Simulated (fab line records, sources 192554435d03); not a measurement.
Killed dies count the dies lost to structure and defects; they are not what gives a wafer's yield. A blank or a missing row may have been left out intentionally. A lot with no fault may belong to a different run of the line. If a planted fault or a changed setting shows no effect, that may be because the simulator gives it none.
Struck lot and sound lot, side by side | flow n5Finfet | 22 steps out of a route of 1938
Sound: these wafers, L779.3, L779.4, L779.5. Wafers L778.1, L778.3, L778.4 were the ones struck. The cause is given at the end.
Order at every step that has rows: each side's tool, ch and its chambers, its first start. Under that, the readings that differ: sound wafers | struck wafers | difference of the means | sigmas: that difference in standard deviations of wafers without a fault.
alike: same words and numbers on both sides, and readings whose means sit less than 2 such deviations apart. not compared: any withheld reading, any reading some wafer has no value for, any bound like >300 that may hide the same value, and any number with overlapping values for which the record gives no deviation.
Wherever a step has rows on one side only, a row that says differs or no value, or a row with sigmas, the two part there. Numbers that have no deviation but don't overlap get no sigmas and don't part them. A reading missing from all wafers of one side parts the sides only when that side holds two or more wafers.

first, 8 steps without rows for these wafers: N5_BEOL_M2_ANNEAL_51 (time 90 s); N5_BEOL_M2_CMP_52 (polishes, stops on SiOC, t overpolish 6.8 s, target thk 40 nm); N5_BEOL_M2_PRE_CLEAN_60 (time 15 s); N5_BEOL_M2_CO_CAP_55 (material Co, precursor CCTBA/H2, target thk 2 nm, time 102.1 s); N5_BEOL_M2_PRE_CLEAN_56 (time 15 s); N5_BEOL_M2_DEP_57 (deposits SiCN from 3MS/NH3, target thk 8 nm, time 14 s); N5_BEOL_M3_ILD_DEP_00 (deposits SiOC from DEMS/O2, target thk 79 nm, time 15.3 s); N5_BEOL_M3_PECVD_72 (deposits SiO2 from TEOS/O2, target thk 16 nm, time 18 s).
N5_BEOL_M3_HM_DEP_02: deposits TiN, target thk 20 nm.
  sound on pvdSputter-02 at day 11 13:08; struck on pvdSputter-01 at day 10 21:14
  alike: susceptorTempC, throttleValvePct
then, 9 steps without rows for these wafers: N5_BEOL_M3_COAT_61 (time 60 s, resist thk 60 nm); N5_BEOL_M3_COAT_62 (time 60 s, resist thk 12 nm); N5_BEOL_M3_COAT_73 (time 60 s, resist thk 5 nm); N5_BEOL_M3_COAT_05 (resist thk 30 nm); N5_BEOL_M3_EBR_07; N5_BEOL_M3_SOFTBAKE_06 (time 60 s); N5_BEOL_M3_EXPOSE_08 (exposes mask M3); N5_BEOL_M3_PEB_09 (peb time 60 s); N5_BEOL_M3_DEVELOP_10 (develop time 30 s).
N5_BEOL_M3_INSPECT_13: inspects for defects (brightfield).
  sound on defectInspect-02 at day 11 13:38; struck on defectInspect-02 at day 10 21:44
reading        | sound       | struck         | difference | sigmas
rawDefectCount | 366 466 559 | 1183 1176 1147 | +705       | +8
then, 1 step without rows for these wafers: N5_BEOL_M3_DESCUM_16 (chemistry O2, time 7 s).
N5_BEOL_M4_RC_MEAS_101:
  sound on prober-02 ch 0, day 12 10:07; struck on prober-02 ch 0, day 11 17:36
  alike: DIBL_N, DIBL_P, IOFF_N, IOFF_P, ION_N, ION_P, SS_N, SS_P, VT_N, VT_P
-- here the record skips 4 days between the struck wafers' starts before and after, leaving off in module BEOL_M4 and picking up in module PASSIVATION (first step shown: number 1936 of the route) --
N5_PASSIVATION_PROBE_49:
  the record has rows for the struck wafers here (prober-01, day 15 18:01) and none for the sound ones

## WHERE THEY PART
At N5_BEOL_M3_INSPECT_13 first; at N5_PASSIVATION_PROBE_49 last (within this record only).

WHY: the cause the simulator had injected
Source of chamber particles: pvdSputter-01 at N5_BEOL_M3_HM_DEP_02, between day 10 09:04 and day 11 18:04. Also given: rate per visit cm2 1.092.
